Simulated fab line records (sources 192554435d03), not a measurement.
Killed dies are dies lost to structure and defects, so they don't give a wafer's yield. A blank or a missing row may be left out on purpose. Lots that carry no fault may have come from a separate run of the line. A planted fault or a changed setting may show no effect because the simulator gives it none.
8D (eight disciplines) problem report, filled in by code ; flow n5-finfet ; the parts of the form that need people (team, actions taken, sign-off) are left out

## 1. WHAT WENT WRONG
Mean of killed-at-other at N5_PASSIVATION_PROBE_49: 902.8 across 4 wafers in 2 lots; on wafers with no fault it is 3.1 (standard deviation 2.9). So: +99 or more standard deviations from the usual mean.
First observed at day 15 18:17: wafer L517.1, on prober-01. The record holds 10 wafers of 4 lots with a number at this step. Rule for "out", or "out of limits": more than 4 standard deviations from the usual mean. The other wafers with a number count as sound.

## 2. WHAT IT IS; WHAT IT IS NOT
question;is;is not
which readings at this step;killed-at-other, defect-limited-yield, killed-dies, killed-on-rim, sort_bin_5_function, sort-n-pass;killed_at_M0_to_M3, killed_at_M4_up, killed-at-contacts, killed-at-front-end, killed-open, killed-short, sort_bin_6_memory, sort_bin_8_speed
which lots;L517, L523;L513, L515
which wafers of those lots;L517.1, L517.4, L523.4, L523.6;L517.5, L523.2
read on which tools;prober-01;prober-02
when;from day 15 18:17;"up to then (4 sound wafers); but 2 sound wafers of L517, L523 came after"

## 3. SUSPECTS, AND WHAT RULES EACH OUT
Counting: any tool at a process step up to the reading remains a suspect provided it ran every lot that is out. Sound lots after the first of them don't rule it out here, since some wafers of a struck lot are sound.
- rie-metal-03 at N5_MIM_TOP_ETCH_ETCH_00 (etches TiN in Cl2/BCl3, target depth 38.5 nm): kept. Every lot that is out went through it, the first being L517 (day 15 07:12); the last sound lot it ran before that was L515 (day 15 00:28).
- pecvd-03 at N5_PASSIVATION_PECVD_55 (deposits SiO2 from SiH4/N2O, target thk 400 nm, time 22.5 s): kept. Every lot that is out went through it, the first being L517 (day 15 08:52); the last sound lot it ran before that was L513 (day 14 08:44).
- pvd-sputter-03 at N5_PASSIVATION_DEGAS_18 (time 60 s): kept. Every lot that is out went through it, the first being L517 (day 15 12:16); the last sound lot it ran before that was L513 (day 14 12:15).
- prober-01 at N5_PASSIVATION_PROBE_49: kept. Every lot that is out went through it, the first being L517 (day 15 18:17); the last sound lot it ran before that was L515 (day 15 10:37). Its own defect-limited-yield, killed-at-other, killed-dies, killed-on-rim, sort_bin_5_function, sort-n-pass readings are out on those wafers.
Left after counting: rie-metal-03 at N5_MIM_TOP_ETCH_ETCH_00, pecvd-03 at N5_PASSIVATION_PECVD_55, pvd-sputter-03 at N5_PASSIVATION_DEGAS_18, prober-01 at N5_PASSIVATION_PROBE_49.

## 4. THE CAUSE (what the simulator had put in)
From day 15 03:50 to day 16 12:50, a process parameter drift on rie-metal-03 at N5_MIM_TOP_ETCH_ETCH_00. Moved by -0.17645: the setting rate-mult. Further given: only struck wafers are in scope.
4 suspects survive the count, and this tool is in that group.

## 5. THE CHAIN OF EFFECTS, in route order
Each row: a reading whose mean over the struck wafers that have a number lies more than 3 standard deviations from the usual. Readings are gone through only where the record gives a usual standard deviation; hours: the median, over the lots, of the time from a lot's start at the first step in this table giving one to that lot's start at this step; sigmas: the change measured in usual standard deviations.
hours;step;reading;usual;on struck wafers;change;sigmas
0;N5_PASSIVATION_PROBE_49;defect-limited-yield;91.4 %;15.7;-75.7;-54
0;N5_PASSIVATION_PROBE_49;killed-at-other;3.1;902.8;+899.6;+99 or more
0;N5_PASSIVATION_PROBE_49;killed-dies;102;994;+892;+56
0;N5_PASSIVATION_PROBE_49;killed-on-rim;13;151;+138;+33
0;N5_PASSIVATION_PROBE_49;sort_bin_5_function;5.1 %;81.0;+75.9;+85
0;N5_PASSIVATION_PROBE_49;sort-n-pass;1078;186;-892;-56
Its process steps:
- N5_PASSIVATION_PROBE_49

## 6. HOW IT WOULD HAVE BEEN CAUGHT EARLIER
In this record no reading fell out of limits until day 15 18:17, 14 hours after the fault had begun at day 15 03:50.
Of the tool readings at N5_MIM_TOP_ETCH_ETCH_00 for which the record gives a usual standard deviation, none was out on any struck wafer, so an alarm limit of 4 standard deviations on them would not have fired.
L523, from the lots that are out (2), started N5_MIM_TOP_ETCH_ETCH_00 on rie-metal-03 later than day 15 18:17. Putting the tool on hold at that point would have spared it.
